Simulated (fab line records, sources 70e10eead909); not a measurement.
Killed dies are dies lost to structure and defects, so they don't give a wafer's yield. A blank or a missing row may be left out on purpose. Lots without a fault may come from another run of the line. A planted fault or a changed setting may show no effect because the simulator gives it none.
Chamber matching | flow nand_harc | NHARC_A_STAIRCASE_ETCH_444 on rie_diel-03: 4 sister chambers
The step etches the open film in C4F8/O2, target depth 10200 nm, time 3400 s. 4 wafers are shown with their chamber, then 9 later ones without.

WAFERS WITH THEIR CHAMBER
wafer  | chamber | rf_vpp_V (V)
L083.5 | 0       | 806
L088.1 | 3       | 805
L088.2 | 2       | 810
L088.4 | 1       | 809

WAFERS WITHOUT THEIR CHAMBER
wafer  | rf_vpp_V (V)
L093.1 | 809
L093.2 | 804
L093.3 | 805
L094.1 | 807
L094.2 | 806
L094.3 | 810
L096.1 | 805
L096.4 | 808
L096.6 | 809

WHICH CHAMBER EACH WENT THROUGH
wafer  | from the rows above          | in truth
L093.1 | can't be placed: 1 or 2      | 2
L093.2 | can't be placed: 3 or 0      | 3
L093.3 | can't be placed: 3 or 0      | 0
L094.1 | can't be placed: 0 or 1 or 3 | 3
L094.2 | can't be placed: 0 or 3      | 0
L094.3 | can't be placed: 2 or 1      | 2
L096.1 | can't be placed: 3 or 0      | 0
L096.4 | can't be placed: 1 or 0 or 2 | 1
L096.6 | can't be placed: 1 or 2      | 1
Placed correctly: 0 of 9. Can't be placed from these rows: 9 (the true chamber is among the candidates in 9). Placed wrongly: 0.
How it was worked out, from the rows above alone: a wafer's distance from a chamber is the root of the sum, over the readings, of the square of ((its reading less the chamber's mean) divided by the reading's scatter). The wafer belongs to the nearest chamber; if the next one is less than 2 further off, it can't be placed. A chamber's mean is the mean of its shown wafers. The scatter: with one shown wafer a chamber, the root of the mean of the squares of how far each hidden wafer lies from its nearest shown one.
